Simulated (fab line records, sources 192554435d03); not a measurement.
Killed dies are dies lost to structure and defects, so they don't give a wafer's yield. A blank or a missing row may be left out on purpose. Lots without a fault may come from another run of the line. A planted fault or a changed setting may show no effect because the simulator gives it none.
Chamber matching | flow n5_finfet | N5_GATE_CUT_ETCH_58 on rie_diel-03: 4 sister chambers
The step etches SiNx in CH3F/O2, target depth 17 nm, time 128.6 s. 7 wafers are shown with their chamber, then 8 later ones without.

WAFERS WITH THEIR CHAMBER
wafer  | chamber | showerhead_plenum_p_Torr (Torr) | drypump_motor_current_A (A)
L084.3 | 0       | 2.06                            | 5.1
L084.5 | 1       | 1.97                            | 6.3
L084.6 | 2       | 2.05                            | 5.6
L088.1 | 2       | 2.04                            | 5.6
L088.3 | 0       | 2.06                            | 5.1
L088.6 | 3       | 2.05                            | 5.1
L093.1 | 1       | 1.97                            | 6.4

WAFERS WITHOUT THEIR CHAMBER
wafer  | showerhead_plenum_p_Torr (Torr) | drypump_motor_current_A (A)
L093.2 | 2.05                            | 5.1
L093.6 | 2.05                            | 5.1
L094.1 | 2.04                            | 5.6
L094.2 | 2.04                            | 5.1
L094.6 | 2.05                            | 5.1
L097.1 | 2.05                            | 5.1
L097.2 | 1.97                            | 6.3
L097.4 | 2.04                            | 5.7

WHICH CHAMBER EACH WENT THROUGH
wafer  | from the rows above | in truth
L093.2 | 3                   | 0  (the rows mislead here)
L093.6 | 3                   | 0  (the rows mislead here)
L094.1 | 2                   | 2
L094.2 | 3                   | 3
L094.6 | 3                   | 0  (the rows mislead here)
L097.1 | 3                   | 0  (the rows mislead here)
L097.2 | 1                   | 1
L097.4 | 2                   | 2
Placed correctly: 4 of 8. Can't be placed from these rows: 0. Placed wrongly: 4.
How it was worked out, from the rows above alone: a wafer's distance from a chamber is the root of the sum, over the readings, of the square of ((its reading less the chamber's mean) divided by the reading's scatter). The wafer belongs to the nearest chamber; if the next one is less than 2 further off, it can't be placed. A chamber's mean is the mean of its shown wafers. The scatter: the root of (the sum of the squares of (reading less its chamber's mean) over the shown wafers, divided by (wafers less chambers)).
